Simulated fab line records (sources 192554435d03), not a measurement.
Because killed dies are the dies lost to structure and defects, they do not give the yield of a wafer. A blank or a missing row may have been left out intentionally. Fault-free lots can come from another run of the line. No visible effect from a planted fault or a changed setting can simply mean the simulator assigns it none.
What tool caused it? | flow n5_finfet | 30 wafers sampled from 10 lots at 1 step of a route of 1938

== WHAT THE GAUGES SHOWED, per wafer ==
N5_BEOL_M4_RC_MEAS_101. Usual: DIBL_N 36.0 mV/V, standard deviation 1.9; DIBL_P 36.0 mV/V, standard deviation 2.1; IOFF_N 0.155 nA/um, standard deviation 0.029; IOFF_P 0.20 nA/um, standard deviation 0.032; ION_N 672 uA/um, standard deviation 11; ION_P 461 uA/um, standard deviation 6.9; SS_N 71.5 mV/dec, standard deviation 0.58; SS_P 73.2 mV/dec, standard deviation 0.64; VT_N 250.4 mV, standard deviation 2.9; VT_P -251.0 mV, standard deviation 2.8.
lot  | measured     | on        | DIBL_N (mV/V)  | DIBL_P (mV/V)  | IOFF_N (nA/um)    | IOFF_P (nA/um) | ION_N (uA/um) | ION_P (uA/um) | SS_N (mV/dec)  | SS_P (mV/dec)  | VT_N (mV)         | VT_P (mV)            | flag
L760 | day 8 19:13  | prober-01 | 34.9 35.2 36.4 | 34.6 35.3 35.9 | 0.145 0.160 0.168 | 0.22 0.22 0.22 | 661 670 669   | 457 462 460   | 71.4 71.6 72.3 | 72.4 73.1 72.6 | 249.4 245.6 247.4 | -248.6 -248.3 -250.0 |
L763 | day 9 22:37  | prober-02 | 40.6 39.2 41.7 | 39.6 39.2 41.4 | 0.218 0.194 0.236 | 0.27 0.25 0.30 | 676 686 678   | 465 466 467   | 72.8 72.2 72.6 | 74.5 74.2 74.4 | 248.8 246.9 246.5 | -248.0 -246.9 -246.9 |
L764 | day 10 05:05 | prober-01 | 34.8 37.0 38.5 | 33.1 35.7 36.5 | 0.127 0.158 0.182 | 0.15 0.19 0.20 | 676 684 675   | 453 462 454   | 70.1 71.7 71.5 | 72.5 73.2 73.5 | 249.6 250.7 249.8 | -256.0 -252.9 -251.3 |
L765 | day 10 07:43 | prober-02 | 37.7 36.1 38.0 | 38.7 36.5 38.1 | 0.197 0.157 0.179 | 0.25 0.22 0.23 | 671 675 665   | 459 459 453   | 72.4 71.7 72.1 | 73.5 74.0 73.7 | 246.4 251.4 249.0 | -249.8 -250.4 -251.9 |
L768 | day 11 04:49 | prober-02 | 35.4 34.5 34.1 | 35.7 34.6 34.0 | 0.168 0.149 0.137 | 0.22 0.21 0.19 | 680 678 672   | 467 467 458   | 71.2 71.3 71.2 | 73.4 72.5 72.7 | 249.3 247.9 250.8 | -249.5 -250.5 -249.1 |
L772 | day 11 16:44 | prober-01 | 35.7 33.4 33.0 | 35.4 32.3 32.2 | 0.163 0.118 0.117 | 0.23 0.18 0.18 | 669 667 662   | 469 465 467   | 70.7 70.2 70.9 | 73.5 73.1 72.9 | 247.3 252.6 249.7 | -248.7 -250.8 -249.4 |
L775 | day 12 21:11 | prober-01 | 35.9 37.4 35.4 | 37.6 38.4 37.0 | 0.158 0.185 0.133 | 0.19 0.20 0.17 | 682 674 658   | 463 457 456   | 71.7 71.9 71.7 | 73.3 74.1 73.5 | 251.3 250.6 255.4 | -253.3 -255.3 -255.4 |
L781 | day 13 23:31 | prober-01 | 37.5 35.8 38.0 | 36.0 34.7 36.4 | 0.179 0.147 0.173 | 0.23 0.20 0.24 | 672 678 657   | 465 460 450   | 71.6 71.1 71.5 | 73.9 72.9 73.8 | 248.6 251.6 248.6 | -246.8 -250.3 -252.1 |
L779 | day 14 00:02 | prober-02 | 33.6 32.7 34.6 | 33.1 32.2 33.9 | 0.130 0.124 0.132 | 0.18 0.17 0.19 | 675 673 656   | 467 464 457   | 71.5 70.7 70.9 | 72.1 72.4 72.7 | 250.5 255.6 253.0 | -250.3 -251.7 -251.1 |
L780 | day 14 01:47 | prober-01 | 34.4 33.3 32.8 | 35.1 33.1 33.0 | 0.149 0.118 0.119 | 0.19 0.15 0.16 | 682 661 674   | 466 450 462   | 71.6 71.0 70.4 | 73.0 72.6 72.9 | 252.9 255.5 251.2 | -249.1 -255.7 -253.9 |

== WHICH TOOL RAN EACH LOT (tool, then ch and the chambers of the sampled wafers, then the start) ==
The record holds no process step before these readings.

== WHAT THE TOOLS THEMSELVES READ (means of the sampled wafers that have a number; where no wafer has one, the mark that the record gives instead) ==
The record holds no such reading with a usual standard deviation.

== THE ANSWER, worked out from the rows above alone ==
Rule: lot off if the mean of its wafers having a number is beyond 3 standard deviations from the usual mean. Also off: a lot with no number at a reading for which 4 or more lots have one. Any other lot the step has rows for is counted as sound. The gauges are gone through in route order, then the tools' own readings, and for those a lot's mean is taken as printed above. The first step at which some lot is off is used, and at that step the reading that is off furthest; a lot without a number counts as furthest.
Nothing can be told from this: no lot is off at any reading shown.

== WHAT THE SIMULATOR HAD INSERTED ==
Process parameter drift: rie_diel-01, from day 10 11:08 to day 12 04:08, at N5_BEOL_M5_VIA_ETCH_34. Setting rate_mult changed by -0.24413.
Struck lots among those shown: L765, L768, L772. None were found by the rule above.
